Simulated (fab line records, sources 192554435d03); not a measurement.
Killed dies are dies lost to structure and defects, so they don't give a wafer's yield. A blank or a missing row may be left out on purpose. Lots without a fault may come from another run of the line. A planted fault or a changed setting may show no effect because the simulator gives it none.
A struck lot beside a sound one | flow n5_finfet | 21 steps out of a route of 1938
Sound: wafers L432.3, L432.4, L432.6. Struck: wafers L436.1, L436.2, L436.5. The cause comes at the end.
At each step with rows: each side's tool, then ch and its chambers, then its first start. Under that, the readings that differ: sound wafers | struck wafers | difference of the means | sigmas: that difference in standard deviations of wafers without a fault.
alike: readings whose means differ by less than 2 such deviations, and words and numbers that are the same on both sides. not compared: withheld readings, readings that some wafer has no value for, bounds like >300 that may hide the same value, and numbers for which the record gives no deviation and whose values overlap.
The two part at a step that has a row with sigmas, a row that says differs or no value, or rows on one side only. Numbers that don't overlap but have no deviation are shown without sigmas and don't part them. A reading that every wafer of one side lacks parts them only if that side has two wafers or more.

first, 8 steps without rows for these wafers: N5_ILD0_LINER_00 (material SiNx, target thk 4 nm, pulse time 1 s, purge time 2 s); N5_ILD0_FCVD_FILL_01 (material SiO2 flowable, target thk 200 nm, time 328.3 s); N5_ILD0_CURE_02 (time 1800 s); N5_ILD0_CMP_03 (polishes, stops on SiNx, t overpolish 1.9 s, target thk 197.38 nm); N5_ILD0_CMP_07 (polishes SiO2 flowable, stops on poly-Si, t overpolish 1.18 s, target thk 138.88 nm); N5_ILD0_PRECLEAN_10 (cleans in NF3:NH3, afs cycles 5, time 20 s, sublimation time 60 s); N5_ILD0_ALD_15 (deposits SiNx, target thk 24 nm, pulse time 1 s, ald cycles 480); N5_ILD0_CMP_12 (polishes SiNx, stops on poly-Si, t overpolish 6 s, target thk 17.67 nm).
N5_SDB_HM_DEP_00: deposits SiNx from SiH4/NH3/N2, target thk 40 nm, time 35.3 s.
  sound on pecvd-03 ch 0,1,2, day 5 19:04; struck on pecvd-03 ch 1,2, day 7 21:31
  alike: chamber_pressure_Torr, heater_power_w, showerhead_plenum_p_Torr, throttle_valve_pct
then, 8 steps without rows for these wafers: N5_SDB_COAT_03 (time 60 s, resist thk 100 nm); N5_SDB_COAT_04 (time 60 s, resist thk 18 nm); N5_SDB_COAT_05 (resist thk 90 nm); N5_SDB_EBR_07; N5_SDB_SOFTBAKE_06 (time 60 s); N5_SDB_EXPOSE_08 (exposes mask SDB); N5_SDB_PEB_09 (peb time 60 s); N5_SDB_DEVELOP_10 (develop time 30 s).
N5_SDB_INSPECT_13: inspects for defects (brightfield).
  sound on defect_inspect-02, day 5 19:27; struck on defect_inspect-01, day 7 21:53
  reading          | sound     | struck         | difference | sigmas
  raw_defect_count | 139 63 68 | 1333 1253 1302 | +1206      | +29
then, 1 step without rows for these wafers: N5_SDB_DESCUM_16 (chemistry O2, time 7.9 s).
-- the record jumps here: 4 days lie between the struck wafers' starts before and after (it left off in module SDB and takes up again in module BEOL_M4, whose first step shown is number 1111 of the route) --
N5_BEOL_M4_RC_MEAS_101:
  sound on prober-01 ch 0, day 9 19:55; struck on prober-01 ch 0, day 11 21:57
  reading        | sound          | struck         | difference | sigmas
  DIBL_N (mV/V)  | 38.4 33.6 33.7 | 41.1 41.0 39.7 | +5.4       | +3
  DIBL_P (mV/V)  | 39.0 34.5 34.4 | 41.6 41.4 39.4 | +4.8       | +2
  IOFF_N (nA/um) | 0.21 0.12 0.12 | 0.26 0.24 0.22 | +0.09      | +2
  IOFF_P (nA/um) | 0.26 0.18 0.18 | 0.31 0.31 0.27 | +0.09      | +2
  SS_N (mV/dec)  | 72.0 71.1 70.5 | 72.6 72.6 72.9 | +1.5       | +2
  SS_P (mV/dec)  | 73.7 72.1 72.4 | 74.0 75.2 74.5 | +1.8       | +3
  alike: ION_N, ION_P, VT_N, VT_P
-- the record jumps here: 5 days lie between the struck wafers' starts before and after (it left off in module BEOL_M4 and takes up again in module PASSIVATION, whose first step shown is number 1936 of the route) --
N5_PASSIVATION_PROBE_49:
  sound on prober-02, day 14 13:56; struck on prober-01, day 16 13:31
  reading                  | sound          | struck         | difference | sigmas
  defect_limited_yield (%) | 89.4 90.2 90.3 | 77.6 80.5 82.5 | -9.8       | -6
  killed_at_front_end      | 46 43 64       | 205 182 170    | +135       | +11
  killed_dies              | 125 116 114    | 264 230 207    | +115       | +6
  sort_bin_5_function (%)  | 6.2 6.3 6.0    | 12.6 11.2 10.6 | +5.3       | +5
  sort_bin_8_speed (%)     | 0 0 0          | 0 0 0.08       | +0         | +4
  sort_n_pass              | 1055 1064 1066 | 916 950 973    | -115       | -6
  sort_yield_pct (%)       | 89.4 90.2 90.3 | 77.6 80.5 82.5 | -9.8       | -6
  alike: killed_at_M0_to_M3, killed_at_M4_up, killed_at_contacts, killed_at_other, killed_open, killed_short, sort_bin_6_memory

WHERE THEY PART
First at N5_SDB_INSPECT_13; last, within this record, at N5_PASSIVATION_PROBE_49.

WHY: what the simulator had put in
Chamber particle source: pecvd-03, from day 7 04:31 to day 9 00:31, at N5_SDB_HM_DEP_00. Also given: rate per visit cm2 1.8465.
